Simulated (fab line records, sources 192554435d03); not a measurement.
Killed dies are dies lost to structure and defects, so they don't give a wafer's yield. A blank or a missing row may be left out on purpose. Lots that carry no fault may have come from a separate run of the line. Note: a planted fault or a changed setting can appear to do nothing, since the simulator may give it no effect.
fab line records | flow n5Finfet
[record] lots = 7 wafers = 21
route steps=1938 shown ZERO_LAYER@16 WELL_APT@25 PMOS_HMC_CHANNEL_EPI@63 FIN_SAQP@96
startH: the number of hours between the record's first day and the start of the first shown wafer of the lot | waitH: time in hours since the lot's previous step | " unchanged from the row above | L1.1+2: a row that stands for several wafers | - no value present, or no start provided | * or withheld: withheld | < > ~ a bound
route shown NAME@n: NAME is a module with steps in the file, n the number in the route of the first one | usual: mean/standard deviation taken from wafers without a fault | same: alike in all rows | chamber/n: place in a boat | sites: per-site readings | _std_site: the values' standard deviation | _edge_site: inner sites' mean taken away from outer sites' mean | radiusMm: how far each site lies from the wafer's centre | mask NAME#n: copy n | behind: the last tool/chamber to shape the wafer | hold: cause of the lot's hold/its duration in hours/its outcome | device: the transistor (n, p or np) that didn't switch | end of line: the tests these same wafers got at the end of their route | for a step that has no rows: nothing shown but its recipe | killed: at the first sort, the dies lost to defects and structure; wafer yield is something else | map: the dies of a wafer, with x for killed, . for not killed, _ for no die there
set.NAME: the setting that was run; set.NAME@STEP: the one run at that earlier step | model.NAME: the simulator's own value behind a step, which no gauge read
lots where settings were altered on purpose, with a table for each step and a row for each wafer
[[steps]]
[step N5_ZERO_LAYER_ETCH_18]
[recipe] chemistry = HBr/Cl2 target = Si targetDepthA = 1200 timeS = 40 pressureMtorr = 10 icpW = 800 biasW = 75 HBr_flow_sccm = 150 Cl2_flow_sccm = 80
// columns lot.wafer tool chamber startH waitH set.icpW model.ZERO_LAYER.featureDepthNm model.etch.depthNm
L083.1 rieSi-02 2 66.79 0.0 843.7 128.6 128.6
L083.3 " 3 " " 843.7 122.9 122.9
L083.4 " 0 " " 800 119 119
L085.2 rieSi-06 0 78.91 0.0 887.1 130.5 130.5
L085.3 " 1 " " 887.1 126.8 126.8
L085.6 " 1 " " 800 121.9 121.9
L089.4 rieSi-01 0 102.92 0.1 800 123.5 123.5
L089.5 " 2 " " 800 121 121
L089.6 " 3 " " 800 121.8 121.8
L090.1 rieSi-01 1 108.79 0.0 800 120.4 120.4
L090.2 " 0 " " 800 122.2 122.2
L090.5 " 1 " " 912.6 128.1 128.1
L092.1 rieSi-01 1 121.74 0.0 800 120.6 120.6
L092.2 " 3 " " 800 122.3 122.3
L092.5 " 0 " " 800 123.2 123.2
L094.1 rieSi-06 0 132.92 0.0 904.2 130.2 130.2
L094.4 " 0 " " 800 122.3 122.3
L094.5 " 2 " " 800 116.5 116.5
L095.2 rieSi-01 0 138.79 0.0 800 120.5 120.5
L095.4 " 1 " " 800 122 122
L095.6 " 0 " " 930.9 130.2 130.2
[step N5_WELL_APT_PEB_06]
[recipe] pebTempC = 130 pebTimeS = 90
// columns lot.wafer tool chamber startH waitH set.pebTempC
L083.1+4 lithoTrack-01 0 67.60 0.1 128.8
L083.3 " 0 " " 130
L085.2+3+6 lithoTrack-02 0 79.69 0.0 130
L089.4+5+6 lithoTrack-02 0 103.68 0.0 130
L090.1+2 lithoTrack-02 0 109.59 0.1 130
L090.5 " 0 " " 132.5
L092.1+2+5 lithoTrack-03 0 122.52 0.1 130
L094.1+4 lithoTrack-03 0 133.57 0.1 127.2
L094.5 " 0 " " 130
L095.2+4 lithoTrack-02 0 139.44 0.0 131.6
L095.6 " 0 " " 130
[step N5_WELL_APT_DEVELOP_07]
[recipe] developTimeS = 45 rinseLiquid = surfactantRinse dry = airSpin devTempC = 21
[step N5_WELL_APT_HARDBAKE_12]
[recipe] tempC = 130 timeS = 120
[step N5_WELL_APT_CD_MEAS_08]
[recipe] targetCdNm = 200 landingEnergyEv = 500 detector = seInlens
[usual] cdNm = 199.3/1.7
// columns lot.wafer tool chamber startH waitH set.pebTempC@WELL_APT_PEB_06 cdNm
L083.1 cdSem-03 0 67.72 - 128.8 192.4
L083.3 " 0 " " 130 198.4
L083.4 " 0 " " 128.8 194.6
L085.2 cdSem-02 0 79.81 - 130 200.5
L085.3 " 0 " " 130 198.0
L085.6 " 0 " " 130 202.0
L089.4 cdSem-01 0 103.79 - 130 197.9
L089.5 " 0 " " 130 200.7
L089.6 " 0 " " 130 200.3
L090.1 cdSem-03 0 109.70 - 130 199.1
L090.2 " 0 " " 130 200.3
L090.5 " 0 " " 132.5 208.1
L092.1 cdSem-02 0 122.63 - 130 199.7
L092.2 " 0 " " 130 199.8
L092.5 " 0 " " 130 200.0
L094.1 cdSem-02 0 133.68 - 127.2 184.8
L094.4 " 0 " " 127.2 185.5
L094.5 " 0 " " 130 200.6
L095.2 cdSem-02 0 139.56 - 131.6 205.2
L095.4 " 0 " " 131.6 208.3
L095.6 " 0 " " 130 198.1
[step N5_WELL_APT_DESCUM_13]
[recipe] chemistry = O2 timeS = 7.9 sourcePowerW = 50 biasPowerW = 20 pressureMtorr = 20 rfFrequencyHz = 2.712e+07 tempC = 40 o2FlowSccm = 225
// columns lot.wafer tool chamber startH waitH set.pebTempC@WELL_APT_PEB_06 model.WELL_APT.cdNm
L083.1 rieDiel-01 2 68.38 0.6 128.8 192.2
L083.3 " 3 " " 130 198.4
L083.4 " 1 " " 128.8 194.7
L085.2 rieDiel-04 3 79.90 0.0 130 200.1
L085.3 " 2 " " 130 198.1
L085.6 " 0 " " 130 201.8
L089.4 rieDiel-05 3 103.88 0.0 130 198.1
L089.5 " 3 " " 130 200.9
L089.6 " 2 " " 130 200.6
L090.1 rieDiel-01 1 109.79 0.0 130 198.8
L090.2 " 3 " " 130 200.8
L090.5 " 2 " " 132.5 208.1
L092.1 rieDiel-01 2 122.72 0.0 130 199.9
L092.2 " 3 " " 130 199.8
L092.5 " 2 " " 130 200.2
L094.1 rieDiel-05 0 133.77 0.0 127.2 184.7
L094.4 " 2 " " 127.2 185.8
L094.5 " 3 " " 130 200.7
L095.2 rieDiel-01 0 139.77 0.2 131.6 205.2
L095.4 " 2 " " 131.6 208.2
L095.6 " 0 " " 130 197.7
[step N5_PMOS_HMC_CHANNEL_EPI_PEB_07]
[recipe] pebTempC = 110 pebTimeS = 60 resist = CAR-ArF-block
// columns lot.wafer tool chamber startH waitH set.pebTimeS
L083.1 lithoTrack-05 0 71.71 0.1 64.78
L083.3+4 " 0 " " 60
L085.2+3 lithoTrack-04 0 83.28 0.0 55.82
L085.6 " 0 " " 60
L089.4+5+6 lithoTrack-04 0 107.31 0.0 60
L090.1 lithoTrack-05 0 112.96 0.1 56.11
L090.2+5 " 0 " " 60
L092.1+2+5 lithoTrack-02 0 126.03 0.1 60
L094.1+4+5 lithoTrack-02 0 136.92 0.1 60
L095.2+6 lithoTrack-05 0 142.91 0.0 60
L095.4 " 0 " " 73.08
[step N5_PMOS_HMC_CHANNEL_EPI_DEVELOP_08]
[recipe] developTimeS = 30 developer = TMAH resist = CAR-ArF-block devTempC = 23 rinseLiquid = diw dry = airSpin
[step N5_PMOS_HMC_CHANNEL_EPI_CD_MEAS_09]
[recipe] targetCdNm = 237.4 landingEnergyEv = 500 detector = seInlens
[usual] cdNm = 238.1/1.5
// columns lot.wafer tool chamber startH waitH set.pebTimeS@PMOS_HMC_CHANNEL_EPI_PEB_07 cdNm
L083.1 cdSem-02 0 71.78 - 64.78 240.3
L083.3 " 0 " " 60 239.1
L083.4 " 0 " " 60 239.1
L085.2 cdSem-02 0 83.35 - 55.82 232.4
L085.3 " 0 " " 55.82 233.0
L085.6 " 0 " " 60 236.6
L089.4 cdSem-01 0 107.38 - 60 237.6
L089.5 " 0 " " 60 236.1
L089.6 " 0 " " 60 239.9
L090.1 cdSem-02 0 113.03 - 56.11 237.8
L090.2 " 0 " " 60 239.6
L090.5 " 0 " " 60 238.6
L092.1 cdSem-03 0 126.10 - 60 237.9
L092.2 " 0 " " 60 239.4
L092.5 " 0 " " 60 238.6
L094.1 cdSem-03 0 136.99 - 60 237.8
L094.4 " 0 " " 60 237.8
L094.5 " 0 " " 60 238.6
L095.2 cdSem-01 0 142.98 - 60 240.6
L095.4 " 0 " " 73.08 248.0
L095.6 " 0 " " 60 239.0
[step N5_PMOS_HMC_CHANNEL_EPI_DESCUM_14]
[recipe] chemistry = O2 timeS = 7.9 sourcePowerW = 50 biasPowerW = 20 pressureMtorr = 20 rfFrequencyHz = 2.712e+07 tempC = 40 resist = CAR-ArF-block o2FlowSccm = 225
// columns lot.wafer tool chamber startH waitH set.pebTimeS@PMOS_HMC_CHANNEL_EPI_PEB_07 model.PMOS_HMC_CHANNEL_EPI.cdNm
L083.1 rieDiel-06 1 71.87 0.0 64.78 240.4
L083.3 " 3 " " 60 239.3
L083.4 " 2 " " 60 239.2
L085.2 rieDiel-06 3 83.70 0.3 55.82 232.8
L085.3 " 2 " " 55.82 233.1
L085.6 " 0 " " 60 236.4
L089.4 rieDiel-03 3 107.46 0.0 60 237.2
L089.5 " 3 " " 60 236.2
L089.6 " 0 " " 60 240.3
L090.1 rieDiel-02 2 113.12 0.0 56.11 237.7
L090.2 " 1 " " 60 239.6
L090.5 " 1 " " 60 238.8
L092.1 rieDiel-03 1 126.19 0.0 60 237.9
L092.2 " 2 " " 60 239.4
L092.5 " 0 " " 60 239
L094.1 rieDiel-06 2 137.12 0.1 60 238.1
L094.4 " 0 " " 60 237.6
L094.5 " 0 " " 60 238.9
L095.2 rieDiel-03 2 143.07 0.0 60 240.3
L095.4 " 0 " " 73.08 248.2
L095.6 " 2 " " 60 238.5
[step N5_PMOS_HMC_CHANNEL_EPI_ETCH_32]
[recipe] chemistry = N2/H2 target = BARC stopOn = SiO2 targetDepthA = 858 overEtchFrac = 0.3 timeS = 50.3 ionEnergyEv = 200 maskMaterial = CAR-ArF-block pressureMtorr = 30 sourceW = 840 biasW = 150 n2FlowSccm = 200 h2FlowSccm = 200
// columns lot.wafer tool chamber startH waitH set.pebTimeS@PMOS_HMC_CHANNEL_EPI_PEB_07 model.PMOS_HMC_CHANNEL_EPI.cdNm
L083.1 rieDiel-06 1 71.90 0.0 64.78 243.8
L083.3 " 3 " " 60 243.1
L083.4 " 2 " " 60 242.1
L085.2 rieDiel-06 3 83.73 0.0 55.82 237.1
L085.3 " 2 " " 55.82 235.6
L085.6 " 0 " " 60 239.5
L089.4 rieDiel-03 3 107.50 0.0 60 239.4
L089.5 " 3 " " 60 238.6
L089.6 " 0 " " 60 241.6
L090.1 rieDiel-02 2 113.16 0.0 56.11 241.5
L090.2 " 1 " " 60 243.9
L090.5 " 1 " " 60 242.9
L092.1 rieDiel-03 1 126.22 0.0 60 240.6
L092.2 " 2 " " 60 241.6
L092.5 " 0 " " 60 240.7
L094.1 rieDiel-06 2 137.15 0.0 60 239.7
L094.4 " 0 " " 60 240.5
L094.5 " 0 " " 60 241.8
L095.2 rieDiel-03 2 143.10 0.0 60 242.8
L095.4 " 0 " " 73.08 249.2
L095.6 " 2 " " 60 241.4
[step N5_PMOS_HMC_CHANNEL_EPI_HM_OPEN_15]
[recipe] chemistry = CHF3/O2 target = SiO2 maskMaterial = CAR-ArF-block targetDepthA = 406 CHF3_flow_sccm = 50 O2_flow_sccm = 5 Ar_flow_sccm = 200 timeS = 20.3 pressureMtorr = 30 sourceW = 650 biasW = 170 ionEnergyEv = 200
[step N5_PMOS_HMC_CHANNEL_EPI_STRIP_33]
[recipe] chemistry = N2/H2 powerW = 500 tempC = 40 pressureMtorr = 50 rfFrequencyHz = 6e+07 overashFraction = 0.3 biasPowerW = 8 h2Frac = 0.5 n2FlowSccm = 300 h2FlowSccm = 300
[step N5_PMOS_HMC_CHANNEL_EPI_STRIP_17]
[recipe] chemistry = SPM timeS = 750 tempC = 130 h2so4H2o2VolRatio = 4 dry = ipaMarangoni
[step N5_PMOS_HMC_CHANNEL_EPI_ETCH_38]
[recipe] chemistry = CF4 target = SiO2 targetDepthA = 15 ionEnergyEv = 350 pressureMtorr = 10 icpW = 800 biasW = 400 cf4FlowSccm = 80
// columns lot.wafer tool chamber startH waitH set.pebTimeS@PMOS_HMC_CHANNEL_EPI_PEB_07 model.PMOS_HMC_CHANNEL_EPI.cdNm
L083.1 rieSi-05 3 72.30 0.0 64.78 243.7
L083.3 " 0 " " 60 243.2
L083.4 " 2 " " 60 242
L085.2 rieSi-05 1 84.13 0.0 55.82 237.2
L085.3 " 0 " " 55.82 235.7
L085.6 " 2 " " 60 239.5
L089.4 rieSi-05 3 107.90 0.0 60 239.5
L089.5 " 3 " " 60 238.8
L089.6 " 0 " " 60 241.5
L090.1 rieSi-04 0 113.56 0.0 56.11 241.5
L090.2 " 1 " " 60 243.9
L090.5 " 2 " " 60 242.9
L092.1+5 rieSi-03 3,1 126.62 0.0 60 240.6
L092.2 " 0 " " 60 241.4
L094.1 rieSi-05 1 137.55 0.0 60 239.7
L094.4 " 3 " " 60 240.6
L094.5 " 3 " " 60 242
L095.2 rieSi-05 2 143.50 0.0 60 242.8
L095.4 " 3 " " 73.08 249.3
L095.6 " 0 " " 60 241.5
[step N5_FIN_SAQP_HM_DEP_03]
[recipe] material = SiNx targetThkA = 380 tempC = 400 precursor = SiH4/NH3/N2 pressureTorr = 1.5 rfW = 300 timeS = 33.6
// columns lot.wafer tool chamber startH waitH set.timeS model.SiNx_of_FIN_SAQP_HM_DEP_03.thkNm
L083.1 pecvd-03 2 76.87 0.3 38.39 43.81
L083.3 " 0 " " 33.6 38.4
L083.4 " 2 " " 33.6 38.62
L085.2 pecvd-03 0 87.01 0.2 33.6 38.18
L085.3 " 2 " " 36.35 41.54
L085.6 " 0 " " 33.6 39.28
L089.4 pecvd-03 2 111.78 0.1 33.6 38.27
L089.5 " 0 " " 33.6 38.66
L089.6 " 1 " " 33.6 38.18
L090.1 pecvd-01 0 116.71 0.2 29.52 33.01
L090.2 " 2 " " 33.6 38.01
L090.5 " 0 " " 29.52 33.43
L092.1 pecvd-01 2 129.49 0.2 33.6 38.44
L092.2 " 1 " " 33.6 37.33
L092.5 " 1 " " 33.6 38.13
L094.1 pecvd-01 0 140.44 0.2 33.6 37.56
L094.4 " 2 " " 37.97 43.62
L094.5 " 1 " " 37.97 43.04
L095.2 pecvd-03 0 146.50 0.2 33.6 37.85
L095.4 " 1 " " 33.6 38.12
L095.6 " 2 " " 33.6 38.48
[step N5_FIN_SAQP_THK_MEAS_05]
[usual] thkNm = 38.1/0.52
// columns lot.wafer tool chamber startH waitH set.timeS@FIN_SAQP_HM_DEP_03 thkNm
L083.1 filmMetro-01 - 76.95 0.1 38.39 43.8
L083.3 " - " " 33.6 38.3
L083.4 " - " " 33.6 38.6
L085.2 filmMetro-01 - 87.10 0.1 33.6 38.2
L085.3 " - " " 36.35 41.5
L085.6 " - " " 33.6 39.2
L089.4 filmMetro-01 - 111.84 0.0 33.6 38.3
L089.5 " - " " 33.6 38.7
L089.6 " - " " 33.6 38.2
L090.1 filmMetro-01 - 116.80 0.1 29.52 33.0
L090.2 " - " " 33.6 38.0
L090.5 " - " " 29.52 33.5
L092.1 filmMetro-02 - 129.58 0.1 33.6 38.4
L092.2 " - " " 33.6 37.3
L092.5 " - " " 33.6 38.1
L094.1 filmMetro-02 - 140.53 0.1 33.6 37.6
L094.4 " - " " 37.97 43.6
L094.5 " - " " 37.97 43.0
L095.2 filmMetro-01 - 146.59 0.1 33.6 37.8
L095.4 " - " " 33.6 38.2
L095.6 " - " " 33.6 38.5
[[key]]
[split] step = N5_ZERO_LAYER_ETCH_18 setting = icpW stated = 800 by = wafer
[response] step = N5_ZERO_LAYER_ETCH_18 reading = model.ZERO_LAYER.featureDepthNm change = +0.63 per = 1% r = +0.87
[response] step = N5_ZERO_LAYER_ETCH_18 reading = model.etch.depthNm change = +0.63 per = 1% r = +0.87
[split] step = N5_WELL_APT_PEB_06 setting = pebTempC stated = 130 by = wafer
[response] step = N5_WELL_APT_CD_MEAS_08 reading = cdNm change = +6.04 per = 1% r = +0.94
[response] step = N5_WELL_APT_DESCUM_13 reading = model.WELL_APT.cdNm change = +6.05 per = 1% r = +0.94
[split] step = N5_PMOS_HMC_CHANNEL_EPI_PEB_07 setting = pebTimeS stated = 60 by = wafer
[response] step = N5_PMOS_HMC_CHANNEL_EPI_CD_MEAS_09 reading = cdNm change = +0.355 per = 1% r = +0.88
[response] step = N5_PMOS_HMC_CHANNEL_EPI_DESCUM_14 reading = model.PMOS_HMC_CHANNEL_EPI.cdNm change = +0.372 per = 1% r = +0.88
[response] step = N5_PMOS_HMC_CHANNEL_EPI_ETCH_32 reading = model.PMOS_HMC_CHANNEL_EPI.cdNm change = +0.313 per = 1% r = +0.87
[response] step = N5_PMOS_HMC_CHANNEL_EPI_ETCH_38 reading = model.PMOS_HMC_CHANNEL_EPI.cdNm change = +0.315 per = 1% r = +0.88
[split] step = N5_FIN_SAQP_HM_DEP_03 setting = timeS stated = 33.6 by = wafer
[response] step = N5_FIN_SAQP_HM_DEP_03 reading = model.SiNx_of_FIN_SAQP_HM_DEP_03.thkNm change = +0.395 per = 1% r = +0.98
[response] step = N5_FIN_SAQP_THK_MEAS_05 reading = thkNm change = * per = 1% r = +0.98
